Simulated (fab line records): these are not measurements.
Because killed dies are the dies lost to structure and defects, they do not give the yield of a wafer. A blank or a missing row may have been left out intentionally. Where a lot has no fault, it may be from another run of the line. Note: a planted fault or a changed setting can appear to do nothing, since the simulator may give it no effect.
Which tool did it?	flow nand harc	30 wafers from 10 lots sampled at 7 of the route's 1302 steps

WHAT THE GAUGES READ, wafer by wafer
NHARC_P_STI_CD_MEAS_09: target cd 200 nm. Usual: cd nm 200.4 nm, standard deviation 2.3.
lot	measured	on	cd nm (nm)	flag
L547	day 4 03:35	cd sem-02	199.5 198.2 199.8	
L550	day 5 09:55	cd sem-03	199.1 200.5 205.4	
L551	day 5 22:13	cd sem-02	204.6 197.2 201.6	
L552	day 6 07:50	cd sem-02	199.9 202.5 202.2	
L553	day 6 16:33	cd sem-03	198.5 201.3 202.0	
L554	day 7 01:31	cd sem-01	202.0 195.9 196.6	
L557	day 8 04:55	cd sem-03	215.6 216.1 217.2	OFF
L559	day 9 02:38	cd sem-01	205.5 199.3 198.8	
L565	day 11 14:35	cd sem-02	199.8 203.4 203.5	
L567	day 12 08:05	cd sem-01	201.1 204.1 202.8	

NHARC_P_STI_OCD_MEAS_17. Usual: trench depth nm 300 nm, standard deviation 4.2; trench foot cd nm 158.4 nm, standard deviation 2.4.
lot	measured	on	trench depth nm (nm)	trench foot cd nm (nm)	flag
L547	day 4 04:26	ocd-01	300 300 298	158.4 155.8 158.0	
L550	day 5 10:42	ocd-02	296 299 303	158.1 158.7 163.0	
L551	day 5 23:07	ocd-01	301 307 307	162.6 154.3 159.0	
L552	day 6 08:37	ocd-02	298 303 305	158.0 160.6 158.9	
L553	day 6 17:20	ocd-02	305 301 299	155.6 159.0 160.6	
L554	day 7 02:20	ocd-02	305 298 300	159.3 154.3 155.7	
L557	day 8 05:43	ocd-02	296 302 303	174.3 174.5 175.1	OFF
L559	day 9 03:25	ocd-01	299 291 301	163.6 158.6 157.3	
L565	day 11 15:22	ocd-02	301 302 302	157.9 160.9 161.0	
L567	day 12 08:52	ocd-02	304 302 302	159.1 161.9 160.2	

NHARC_END_SORT_01. Usual: killed at array 49, standard deviation 18; killed at other 0.8, standard deviation 1; killed at periphery 4.2, standard deviation 2.8; killed dies 54, standard deviation 18; killed open 3.0, standard deviation 1.7; killed short 2.5, standard deviation 1.6.
lot	measured	on	killed at array	killed at other	killed at periphery	killed dies	killed open	killed short	flag
L553	day 28 20:19	prober-02	85 83 79	0 0 2	4 3 3	89 86 84	1 2 1	0 0 3	
L557	day 31 00:14	prober-02	25	3	8	36	4	2	

WHAT TOOL EACH LOT RAN ON (gives the tool, then ch and the chambers of the sampled wafers, and finally the start)
lot	NHARC_P_ZERO_WELL_DESCUM_13	NHARC_P_ZERO_WELL_ETCH_62	NHARC_P_ZERO_WELL_DESCUM_39	NHARC_P_STI_EXPOSE_06
L547	rie diel-08 ch 0,2,3, day 3 03:17	rie diel-08 ch 2,3, day 3 06:13 or earlier	rie diel-01 ch 1,2,3, day 3 06:13	krf scanner-01 ch 0, day 4 03:26
L550	rie diel-04 ch 1,2, day 4 09:24	rie diel-04 ch 0,2, day 4 12:15 or earlier	rie diel-04 ch 0,1, day 4 12:15	krf scanner-04 ch 0, day 5 09:46
L551	rie diel-01 ch 0,1, day 4 19:23	rie diel-01 ch 0,2, day 4 22:10 or earlier	rie diel-04 ch 0,1, day 4 22:10	krf scanner-04 ch 0, day 5 22:04
L552	rie diel-04 ch 0,1,3, day 5 05:22	rie diel-04 ch 0,2, day 5 08:35 or earlier	rie diel-04 ch 0,1, day 5 08:35	krf scanner-04 ch 0, day 6 07:41
L553	rie diel-08 ch 2,3, day 5 15:18	rie diel-08 ch 2,3, day 5 18:19 or earlier	rie diel-01 ch 0,1,2, day 5 18:19	krf scanner-04 ch 0, day 6 16:24
L554	rie diel-04 ch 0,1,3, day 6 01:16	rie diel-04 ch 0,1,3, day 6 04:10 or earlier	rie diel-08 ch 0,1,2, day 6 04:10	krf scanner-04 ch 0, day 7 01:21
L557	rie diel-04 ch 0,1,2, day 7 07:25	rie diel-04 ch 0,2,3, day 7 10:25 or earlier	rie diel-08 ch 0,1,3, day 7 10:25	krf scanner-04 ch 0, day 8 04:46
L559	rie diel-04 ch 0,2,3, day 8 03:16	rie diel-04 ch 0,2,3, day 8 06:14 or earlier	rie diel-04 ch 0,1,3, day 8 06:14	krf scanner-01 ch 0, day 9 02:29
L565	rie diel-08 ch 0,1,3, day 10 15:24	rie diel-08 ch 0,1,3, day 10 18:18 or earlier	rie diel-04 ch 0,1,3, day 10 18:18	krf scanner-01 ch 0, day 11 14:25
L567	rie diel-01 ch 1,2,3, day 11 11:25	rie diel-01 ch 0,1,3, day 11 14:23 or earlier	rie diel-01 ch 2,3, day 11 14:23	krf scanner-01 ch 0, day 12 07:56
- NHARC_P_ZERO_WELL_DESCUM_13: chemistry O2, time 3 s.
- NHARC_P_ZERO_WELL_ETCH_62: etches the open film in CHF3/Ar, target depth 13 nm, time 6.5 s.
- NHARC_P_ZERO_WELL_DESCUM_39: chemistry O2, time 3 s.
- NHARC_P_STI_EXPOSE_06: exposes mask P STI, target cd 200 nm.

WHAT THE TOOLS THEMSELVES READ (means of the sampled wafers that have a number; where no wafer has one, the mark that the record gives instead)
NHARC_P_ZERO_WELL_DESCUM_13. Usual: drypump motor current A 5.6 A, standard deviation 0.41; oes product au 1.001 a.u., standard deviation 0.01; rf vpp V 57.7 V, standard deviation 0.82; showerhead plenum p Torr 1.90 Torr, standard deviation 0.071; throttle valve pct 11.313 %, standard deviation 0.0095.
lot	tool	drypump motor current A (A)	oes product au (a.u.)	rf vpp V (V)	showerhead plenum p Torr (Torr)	throttle valve pct (%)	flag
L547	rie diel-08	5.7	1.002	57.5	1.88	11.322	
L550	rie diel-04	5.7	1.012	57.5	1.90	11.321	
L551	rie diel-01	5.4	1.004	57.8	1.86	11.306	
L552	rie diel-04	5.3	1.004	57.6	1.98	11.319	
L553	rie diel-08	5.9	0.999	58.3	1.90	11.312	
L554	rie diel-04	5.4	0.998	58.9	1.98	11.316	
L557	rie diel-04	5.5	1.006	57.4	1.94	11.308	
L559	rie diel-04	5.6	1.004	57.4	1.97	11.305	
L565	rie diel-08	5.6	1.007	57.4	1.88	11.320	
L567	rie diel-01	5.8	0.999	57.7	1.84	11.305	

NHARC_P_ZERO_WELL_ETCH_62. Usual: drypump motor current A 5.6 A, standard deviation 0.4; oes product au 0.962 a.u., standard deviation 0.016; rf fwd power W 487.7 W, standard deviation 1.6; rf vpp V 370.5 V, standard deviation 1.9; showerhead plenum p Torr 2.33 Torr, standard deviation 0.081; throttle valve pct 20.217 %, standard deviation 0.0095.
lot	tool	drypump motor current A (A)	oes product au (a.u.)	rf fwd power W (W)	rf vpp V (V)	showerhead plenum p Torr (Torr)	throttle valve pct (%)	flag
L547	rie diel-08	5.9	0.947	485.6	371.2	2.33	20.219	
L550	rie diel-04	5.4	0.957	487.7	372.8	2.45	20.231	
L551	rie diel-01	5.1	0.969	488.0	367.7	2.24	20.209	
L552	rie diel-04	5.5	0.967	488.0	373.6	2.45	20.220	
L553	rie diel-08	5.9	0.953	489.1	370.3	2.33	20.217	
L554	rie diel-04	5.4	0.957	488.8	372.2	2.43	20.215	
L557	rie diel-04	5.6	0.956	488.1	371.9	2.41	20.222	
L559	rie diel-04	5.6	0.962	490.0	372.0	2.41	20.219	
L565	rie diel-08	5.7	0.949	488.0	369.6	2.31	20.214	
L567	rie diel-01	5.8	0.977	486.4	369.6	2.27	20.218	

NHARC_P_ZERO_WELL_DESCUM_39. Usual: drypump motor current A 5.6 A, standard deviation 0.42; oes product au 1.002 a.u., standard deviation 0.0095; rf vpp V 57.7 V, standard deviation 0.8; showerhead plenum p Torr 1.90 Torr, standard deviation 0.076; throttle valve pct 11.310 %, standard deviation 0.0088.
lot	tool	drypump motor current A (A)	oes product au (a.u.)	rf vpp V (V)	showerhead plenum p Torr (Torr)	throttle valve pct (%)	flag
L547	rie diel-01	5.8	1.000	57.6	1.85	11.316	
L550	rie diel-04	5.2	0.991	58.0	2.01	11.307	
L551	rie diel-04	5.2	1.003	58.5	2.01	11.305	
L552	rie diel-04	5.4	1.002	58.3	1.96	11.309	
L553	rie diel-01	5.5	1.001	57.4	1.84	11.316	
L554	rie diel-08	5.7	1.008	57.7	1.89	11.308	
L557	rie diel-08	5.6	1.000	57.4	1.89	11.310	
L559	rie diel-04	5.3	0.999	58.1	1.98	11.308	
L565	rie diel-04	5.3	1.004	58.3	1.97	11.306	
L567	rie diel-01	5.5	1.008	57.3	1.82	11.310	

THE ANSWER, worked out from the rows above alone
Rule: lot off if the mean of its wafers having a number is beyond 3 standard deviations from the usual mean. Also off: a lot with no number at a reading for which 4 or more lots have one. Any other lot the step has rows for is counted as sound. First the gauges in route order, then the tools' own readings, where a lot's mean is used as printed above. At the first step where some lot is off, the reading lying furthest off is the one used; lots without a number count as furthest.
Off: L557 (NHARC_P_STI_CD_MEAS_09, cd nm).
A tool fits if, at a process step before that reading, it ran every lot that is off, and no sound lot after the first of them. The gauges at NHARC_P_STI_CD_MEAS_09 aren't tried: what is off there is off at NHARC_P_STI_OCD_MEAS_17 too, on other tools, and a gauge's error can't cause that. Because NHARC_P_ZERO_WELL_ETCH_62 lacks a start for some lots, the hours and order of its lots are taken from NHARC_P_ZERO_WELL_DESCUM_39. Can't be told from this: 2 tools fit, rie diel-08 at NHARC_P_ZERO_WELL_DESCUM_39, krf scanner-04 at NHARC_P_STI_EXPOSE_06.

WHAT WAS PUT IN BY THE SIMULATOR
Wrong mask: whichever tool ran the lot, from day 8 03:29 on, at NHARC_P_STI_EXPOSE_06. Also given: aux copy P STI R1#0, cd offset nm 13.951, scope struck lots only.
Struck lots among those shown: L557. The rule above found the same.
